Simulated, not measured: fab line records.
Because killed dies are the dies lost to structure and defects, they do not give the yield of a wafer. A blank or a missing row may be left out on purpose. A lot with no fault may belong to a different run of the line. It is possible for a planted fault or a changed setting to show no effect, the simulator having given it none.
Matching of chambers	flow n5 finfet	rie diel-05 running N5_DUMMY_GATE_STRIP_40: 4 sister chambers
The step strips in CF4. 14 wafers are shown with their chamber, then 7 later ones without.

## WAFERS WITH THEIR CHAMBER
wafer	chamber	showerhead plenum p Torr (Torr)	throttle valve pct (%)	oes product au (a.u.)
L076.1	0	1.83	12.95	0.96
L076.3	2	1.86	13.44	0.69
L076.4	1	1.70	13.47	0.72
L079.2	1	1.69	13.46	0.72
L079.3	2	1.86	13.46	0.68
L079.5	0	1.83	12.96	0.95
L086.1	0	1.82	13.00	0.91
L086.3	3	1.76	13.39	0.69
L086.4	1	1.69	13.52	0.71
L087.3	0	1.82	13.01	0.92
L087.4	3	1.76	13.38	0.69
L087.6	0	1.82	12.99	0.91
L089.4	1	1.69	13.52	0.71
L089.5	3	1.76	13.40	0.68

SIGNATURES (averages over the wafers above)
reading	chamber 0	chamber 1	chamber 2	chamber 3	scatter within a chamber
showerhead plenum p Torr	1.8240	1.6925	1.8600	1.7600	0.00442
throttle valve pct	12.9820	13.4925	13.4500	13.3900	0.0248
oes product au	0.9300	0.7150	0.6850	0.6867	0.0155
Rule: distance of a wafer from a chamber = root of the sum over the readings of ((wafer's reading minus chamber's mean) / reading's scatter) squared. If the next closest chamber is less than 2 further off than the closest, the wafer can't be placed; otherwise it belongs to the closest. The scatter is the square root of a quotient: the sum, over the shown wafers, of each reading's squared deviation from its chamber's mean, divided by wafers minus chambers.

## WAFERS WHOSE CHAMBER IS MISSING
wafer	showerhead plenum p Torr (Torr)	throttle valve pct (%)	oes product au (a.u.)
L089.6	1.85	13.50	0.66
L090.3	1.85	13.48	0.67
L090.5	1.82	13.00	0.89
L090.6	1.76	13.43	0.68
L091.1	1.69	13.54	0.70
L091.4	1.82	13.02	0.90
L091.5	1.85	13.51	0.67

## EACH ONE'S CHAMBER
wafer	from the rows above	in truth
L089.6	2	2
L090.3	2	2
L090.5	0	0
L090.6	3	3
L091.1	1	1
L091.4	0	0
L091.5	2	2
7 of 7 placed correctly. From these rows, 0 cannot be placed. Number placed wrongly: 0.
